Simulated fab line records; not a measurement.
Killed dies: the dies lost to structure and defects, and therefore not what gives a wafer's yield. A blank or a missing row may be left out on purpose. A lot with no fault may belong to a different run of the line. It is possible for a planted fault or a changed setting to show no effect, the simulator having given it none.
The tool behind it: which one?	flow nandHarc	at 1 step of a route of 1302, 12 lots with 36 wafers sampled

## WHAT THE GAUGES SHOWED, per wafer
NHARC_A_CONTACT_CD_MEAS_53.
lot	measured	on	cdNm (nm)
L074	day 22 04:05	cdSem-02	288.4 288.6 288.9
L077	day 22 16:49	cdSem-02	290.1 289.8 289.9
L080	day 24 09:29	cdSem-03	290.1 290.3 290.8
L081	day 25 02:40	cdSem-02	290.2 289.6 289.6
L086	day 25 19:50	cdSem-02	290.0 289.4 290.0
L085	day 25 23:55	cdSem-01	290.6 290.3 290.2
L087	day 27 04:22	cdSem-02	290.5 290.5 290.8
L088	day 27 21:23	cdSem-02	289.2 289.0 288.9
L091	day 29 03:46	cdSem-01	288.9 289.0 289.0
L093	day 29 10:19	cdSem-01	289.8 289.8 290.4
L095	day 30 02:02	cdSem-01	289.1 288.9 289.0
L097	day 31 14:03	cdSem-01	289.2 290.1 289.8

## WHAT TOOL EACH LOT RAN ON (gives the tool, then ch and the chambers of the sampled wafers, and finally the start)
Record: no process step prior to these readings.

## THE ANSWER, worked out from the rows above alone
Rule: what is usual is taken from the lots themselves. Put in order of their means at a reading, lots are off if they are a third of the lots or fewer, leave a main group of 4 or more, and stand apart from it by a gap of 3 or more times the standard deviation of the main group's means; of several such gaps the widest counts. A main group whose means are all the same, to the digits that the tables above print for the reading, isn't used. A lot without any number at a reading at which 4 lots or more have one is off too. Any other lot the step has rows for is counted as sound.
No lot is off at any reading shown: from this, nothing can be told.

## WHAT THE SIMULATOR PUT IN
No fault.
